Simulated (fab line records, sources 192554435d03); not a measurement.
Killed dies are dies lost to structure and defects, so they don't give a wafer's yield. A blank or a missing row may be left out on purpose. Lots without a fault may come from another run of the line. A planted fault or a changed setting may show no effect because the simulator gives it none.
fab line records | flow n5_finfet
record lots=4 wafers=12 last_day=19
route steps=1938 shown BEOL_M13@1682 BEOL_M14@1716 PASSIVATION@1936
lots that met no fault: from a run of the same line without faults
start_h: hours from the record's first day to the start of the lot's first wafer shown | wait_h: hours since the lot's step before | " the same as in the row above | L1.1+2: a row that stands for several wafers | - no value, or no start given | * or withheld: withheld | < > ~ a bound
route shown NAME@n: a module of which the file shows steps, and the number in the route of the first | usual: mean/standard deviation of fault-free wafers | same: alike in all rows | chamber/n: place in a boat | sites: the reading at each site | _std_site: their standard deviation | _edge_site: outer sites' mean less inner sites' | radius_mm: how far each site lies from the wafer's centre | mask NAME#n: copy n | behind: the tool/chamber that last shaped the wafer | hold: why the lot was held/for how many hours/how that ended | device: the transistor (n, p or np) that didn't switch | end of line: the same wafers' tests at the end of the route | a step without rows: its recipe alone | killed: dies lost to structure and defects at the first sort, not the wafer's yield | map: a wafer's dies, x killed, . not, _ none there
set.NAME: the setting as run; set.NAME@STEP: as run at that earlier step | model.NAME: the simulator's own value behind a step, which no gauge read
lots at some steps of the route; a table a step, a row a wafer
services: from which hour (start_h, from the record's first day; less than 0 if before it) a tool's chamber was out of use, for how many hours, and why
## steps
# step N5_BEOL_M13_COAT_22
# recipe spin_rpm=2888 resist_thk_nm=300
# step N5_BEOL_M13_EBR_24
# recipe solvent=PGMEA ebr_width_mm=1.5
# step N5_BEOL_M13_SOFTBAKE_23
# recipe temp_c=130 time_s=60
# step N5_BEOL_M13_EXPOSE_25
# recipe mask_id=M13 na=0.93 source_shape=conventional sigma_outer=0.4 polarization=unpolarized target_cd_nm=210 dose_mj=22
# step N5_BEOL_M13_PEB_26
# recipe peb_temp_c=130 peb_time_s=90
# step N5_BEOL_M13_DEVELOP_27
# recipe develop_time_s=45 rinse_liquid=diw dry=air_spin dev_temp_c=21
# step N5_BEOL_M13_HARDBAKE_32
# recipe temp_c=130 time_s=120
# step N5_BEOL_M13_DESCUM_33
# recipe chemistry=O2 time_s=7.9 source_power_w=50 bias_power_w=20 pressure_mtorr=20 rf_frequency_hz=2.712e+07 temp_c=40 o2_flow_sccm=225
# step N5_BEOL_M13_ETCH_67
# recipe chemistry=CF4 target=SiARC target_depth_a=1430 time_s=238.3 ion_energy_ev=80 pressure_mtorr=40 source_w=545 bias_w=36 Ar_flow_sccm=100 cf4_flow_sccm=100 ends=cleared
# step N5_BEOL_M13_ETCH_68
# recipe chemistry=N2/H2 target=SOC mask_material=SiARC source_w=3000 bias_w=350 temp_c=40 time_s=355 ion_energy_ev=200 pressure_mtorr=30 n2_flow_sccm=200 h2_flow_sccm=200
# usual drypump_motor_current_A=5.5/0.38 oes_product_au=0.82/0.11 rf_fwd_power_W=2994/9.4 rf_vpp_V=523.2/3 showerhead_plenum_p_Torr=2.52/0.1 throttle_valve_pct=17.71/0.26
# columns lot.wafer tool chamber start_h wait_h drypump_motor_current_A oes_product_au rf_fwd_power_W rf_hours_counter_h rf_vpp_V showerhead_plenum_p_Torr throttle_valve_pct
L650.1 rie_diel-06 1 313.86 0.1 5.7 0.71 3000 234 519.4 2.39 17.63
L650.4 " 2 " " 5.3 0.69 3003 245 526.4 2.62 17.97
L650.5 " 3 " " 5.4 0.71 2996 - 518.3 2.42 18.12
L653.3 rie_diel-06 2 353.46 0.1 5.2 0.98 3000 2 526.7 2.62 17.55
L653.4 " 0 " " 4.9 0.80 2996 - 524.1 2.47 17.60
L653.5 " 3 " " 5.3 0.70 2979 - 519.6 2.41 18.12
L655.1 rie_diel-06 3 365.62 0.1 5.4 0.69 2990 227 519.2 2.41 18.16
L655.4 " 1 " " 5.7 0.99 3011 2 528.2 2.70 17.20
L655.5 " 1 " " 5.7 0.99 3005 - 528.5 2.70 17.22
L665.1 rie_diel-04 3 421.66 0.1 5.7 0.90 2983 31 522.4 2.48 17.65
L665.3 " 0 " " 5.8 0.83 3002 93 522.4 2.47 17.62
L665.5 " 3 " " 5.6 0.90 2988 - 521.8 2.48 17.64
# step N5_BEOL_M13_STRIP_69
# recipe chemistry=N2/H2 temp_c=40 n2_flow_sccm=200 h2_flow_sccm=200 rf_frequency_hz=6e+07
# step N5_BEOL_M13_TRENCH_ETCH_34
# recipe chemistry=C4F8/O2/Ar target=SiOC target_depth_a=4134.7 mask_material=SOC pressure_mtorr=30 source_w=3000 bias_w=700 Ar_flow_sccm=400 C4F8_flow_sccm=15 O2_flow_sccm=8 he_inner_torr=15 he_outer_torr=30 time_s=162.6 ion_energy_ev=250
# step N5_BEOL_M13_STRIP_70
# recipe chemistry=C4F8/O2/Ar resist=SiARC rf_frequency_hz=6e+07
# step N5_BEOL_M13_STRIP_37
# recipe chemistry=N2/H2 power_w=1000 temp_c=250 h2_frac=0.65 overash_fraction=0.3 pressure_mtorr=withheld n2_flow_sccm=1750 h2_flow_sccm=3250
# step N5_BEOL_M13_ETCH_38
# recipe chemistry=CF4/N2 target=SiCN target_depth_a=675 taper_deg=2 time_s=71.9 ion_energy_ev=150 mask_material=SiO2 pressure_mtorr=40 source_w=430 bias_w=70 Ar_flow_sccm=100 cf4_flow_sccm=60 n2_flow_sccm=60
# step N5_BEOL_M13_PRECLEAN_39
# recipe chemistry=residue_remover time_s=60 temp_c=40
# step N5_BEOL_M13_SRD_40
# recipe time_s=30 temp_c=23 rinse_liquid=diw dry=n2_spin spin_rpm=1500 dry_time_s=30
# step N5_BEOL_M13_DEGAS_41
# recipe ambient=vacuum temp_c=250 time_s=60
# step N5_BEOL_M13_PRE_CLEAN_42
# recipe gas=H2/He time_s=30 temp_c=250
# step N5_BEOL_M13_SPUTTER_43
# recipe material=TaN target_thk_a=150 temp_c=50 bias_v=168.6 power_w=15000 chamber_pressure_pa=0.12 time_s=24.19
# step N5_BEOL_M13_SPUTTER_44
# recipe material=Ta target_thk_a=100 temp_c=50 bias_v=80 power_w=15000 chamber_pressure_pa=0.07 time_s=16.13
# step N5_BEOL_M13_SPUTTER_45
# recipe material=Cu target_thk_a=800 temp_c=-20 bias_v=60 power_w=26000 chamber_pressure_pa=0.13 time_s=13.33
# step N5_BEOL_M13_ECD_47
# recipe material=Cu target_thk_a=9360
# step N5_BEOL_M13_ANNEAL_48
# recipe temp_c=225 time_s=90 ambient=N2
# step N5_BEOL_M13_CMP_49
# recipe stop_on=SiOC t_overpolish_s=17.1 down_force_psi=1 platen_rpm=50 clearing_platen_down_force_psi=1.5 clearing_platen_rpm=50 post_cmp_clean=cu_alkaline target_thk_nm=420 clearing_platen_pad_velocity_m_s=0.99484 pad_velocity_m_s=0.99484
# step N5_BEOL_M13_PRE_CLEAN_52
# recipe gas=NH3 time_s=15 temp_c=withheld rf_power_w=300
# step N5_BEOL_M13_DEP_53
# recipe material=SiCN target_thk_a=500 temp_c=withheld precursor=3MS/NH3 pressure_torr=3 rf_w=675 time_s=17.8
# step N5_BEOL_M14_ILD_DEP_00
# recipe material=SiO2 target_thk_a=11193 temp_c=400 precursor=TEOS/O2 pressure_torr=6.5 rf_w=900 teos_flow_sccm=161.4 gas=O2 flow_sccm=2650 time_s=237.4
# step N5_BEOL_M14_COAT_58
# recipe resist=BARC temp_c=205 time_s=60 spin_rpm=1500 resist_thk_nm=89
# step N5_BEOL_M14_COAT_04
# recipe spin_rpm=1704 resist_thk_nm=800
# step N5_BEOL_M14_EBR_06
# recipe solvent=PGMEA ebr_width_mm=1.5
# step N5_BEOL_M14_SOFTBAKE_05
# recipe temp_c=130 time_s=60
# step N5_BEOL_M14_EXPOSE_07
# recipe mask_id=V13 na=0.8 source_shape=annular sigma_inner=0.5 sigma_outer=0.8 polarization=unpolarized attpsm_phase_deg=180 dose_mj=57
# step N5_BEOL_M14_PEB_08
# recipe peb_temp_c=130 peb_time_s=90
# step N5_PASSIVATION_PROBE_49
# usual defect_limited_yield=90.9/1.4 killed_at_M0_to_M3=38/11 killed_at_M4_up=13/5.9 killed_at_contacts=14/6.4 killed_at_front_end=38/11 killed_at_other=3.3/2.5 killed_dies=107/16 killed_open=70/12 killed_short=35/7.7 sort_bin_5_function=5.3/0.94 sort_bin_6_memory=3.5/0.7 sort_n_pass=1073/16 sort_yield_pct=90.9/1.4
# same gross_dies=1180 killed_at_back_side=0 sort_bin_4_leakage[%]=0 sort_bin_8_speed[%]=0
# columns lot.wafer tool chamber start_h wait_h defect_limited_yield[%] killed_at_M0_to_M3 killed_at_M4_up killed_at_contacts killed_at_front_end killed_at_other killed_dies killed_open killed_short sort_bin_5_function[%] sort_bin_6_memory[%] sort_n_pass sort_yield_pct[%]
L653.5 prober-02 - 382.00 0.2 83.5 27 132 13 23 0 195 58 19 11.4 3.1 985 83.5
L655.1 prober-02 - 395.80 0.0 81.6 32 150 4 29 2 217 70 27 12.4 3.8 963 81.6
# killed by level:class
L653.5 BEOL_M13:unspecified=117 MOL_CONTACT_COAG:geometric_particle:open=11 BEOL_M0_SAQP:geometric_particle:open=7 BEOL_M4:geometric_particle:open=7 STI_FIN_REVEAL:geometric_particle:open=6 FIN_SAQP:geometric_particle:short=5 BEOL_M1:geometric_particle:open=5 BEOL_M0_SAQP:geometric_particle:short=4
L655.1 BEOL_M13:unspecified=119 BEOL_M4:geometric_particle:open=18 BEOL_M2:geometric_particle:open=8 DUMMY_GATE:geometric_particle:open=7 BEOL_M4:geometric_particle:short=7 STI_FIN_REVEAL:geometric_particle:open=6 BEOL_M1:geometric_particle:open=6 BEOL_M3:geometric_particle:open=6
# map L653.5 (x killed, . not)
_________________..x.........________________
______________..x............x.._____________
___________..xx...x................__________
__________...x....x.............x..._________
________.x............................_______
_______x.......x.........x.............______
______............xxx.xxx.x............._____
_____...x.........xxxxxxxxxxxx........x..____
____.....x........xxxxxxxxxxxx........x...___
___x......x..x.x..xxxxxxxxxx..x............__
___....x........x.xxxxxxxxxx.xx............__
__..............x.xxxxxxxxxxxx..x.......x..._
__...x..........xxxxxxxxxxxxx.x.........x..._
_................xxxxxxxxxxxxx....x..........
_..............x.xxxxxxxxxxxx................
_...x.......x......xxx.xxxx.x..x.............
_..........x...x.x...x.x.....................
_......................................x.....
_...........x..............x.................
_..........................x.................
_.x....x.................................x...
__x......x..........x.....................x._
__.................x........................_
___...x....................x...............__
___..x...x....................x...........x__
____.....xx....x............xx............___
_____..x.....x.x......x.....x..........x.____
______..x........xx..............x.x...._____
_______....................x...........______
________.x......x.......x............._______
__________...xx.....x..............._________
___________...x..................x.__________
______________........x........._____________
_________________............________________
# map L655.1 (x killed, . not)
_________________............________________
______________...........x......_____________
___________..........x...........x.__________
__________...............x.........._________
________.x.....x.xx.....x....x...x...._______
_______x........x........x..x..........______
______...x............xx..x.x......x...._____
_____....xx..x..x.x.xxxxx.xx.............____
____x......x..x.xx.xxxxxxxxx...........x.x___
___...x........x.xxxxxxxxxxxxx...........x.__
___.....x......xxxxxxxxxxxxxxx.....x....x..__
__..............xxxxxxxxxxxxxx.............x_
__..........x....xxxxxxxxxxxxx.............._
_xx...........xxx.xxxxxxxxxxxx....x.x......x.
_.................x.xxxxxxxxx.....x...x......
_x........x....xx....xxx.xx........x...x.....
_....x..x............xxx.x...........x.x...x.
_............x.....x...x.x..x................
_........x.........................x.......x.
_...........x...x..xx........................
_x........x..................x.....xx........
__.x.......x.x.....x....x.......xx...xx...x._
__...................................x.....x_
___xx............xx.......................x__
___..............x..x......................__
____...............x...x.................x___
_____..x.............................xx..____
______..............................x..._____
_______..x........xx......x....x.....x.______
________............................x._______
__________.x......x................._________
___________......x.................__________
______________.................._____________
_________________............________________
## services
# columns tool chamber start_h hours kind
rie_diel-04 3 294.15 6.5 repair
rie_diel-04 3 300.66 - clean
rie_diel-04 3 300.66 - consumable_replace:focus_ring
rie_diel-04 3 300.66 27.3 scheduled_down
rie_diel-04 3 300.66 27.3 vent_cycle
rie_diel-06 2 324.33 - clean
rie_diel-06 2 324.33 - consumable_replace:focus_ring
rie_diel-06 2 324.33 21.0 scheduled_down
rie_diel-06 2 324.33 21.0 vent_cycle
rie_diel-06 3 331.95 2.6 repair
rie_diel-04 - 336.59 4.8 repair
rie_diel-06 - 338.02 0.6 repair
rie_diel-06 1 345.30 - clean
rie_diel-06 1 345.30 - consumable_replace:focus_ring
rie_diel-06 1 345.30 - consumable_replace:showerhead
rie_diel-06 1 345.30 15.0 scheduled_down
rie_diel-06 1 345.30 15.0 vent_cycle
rie_diel-06 0 347.58 3.7 repair
rie_diel-06 - 354.64 4.3 pm
## key
first_sign step=N5_PASSIVATION_PROBE_49 reading=killed_at_M4_up direction=up sigmas=22 usual=13 struck=141
effect step=N5_PASSIVATION_PROBE_49 reading=killed_dies direction=up sigmas=6 usual=107 struck=206
more_kills_born_at N5_BEOL_M13_ETCH_68@rie_diel-06=236
met_at N5_BEOL_M13_ETCH_68
struck_wafers L653.5,L655.1
onset_between 313.86 353.46
fault kind=chamber_particle_source tool=rie_diel-06 chamber=3 onset_h=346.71 steps=N5_BEOL_M13_ETCH_68 rate_per_visit_cm2=0.75142 end_h=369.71
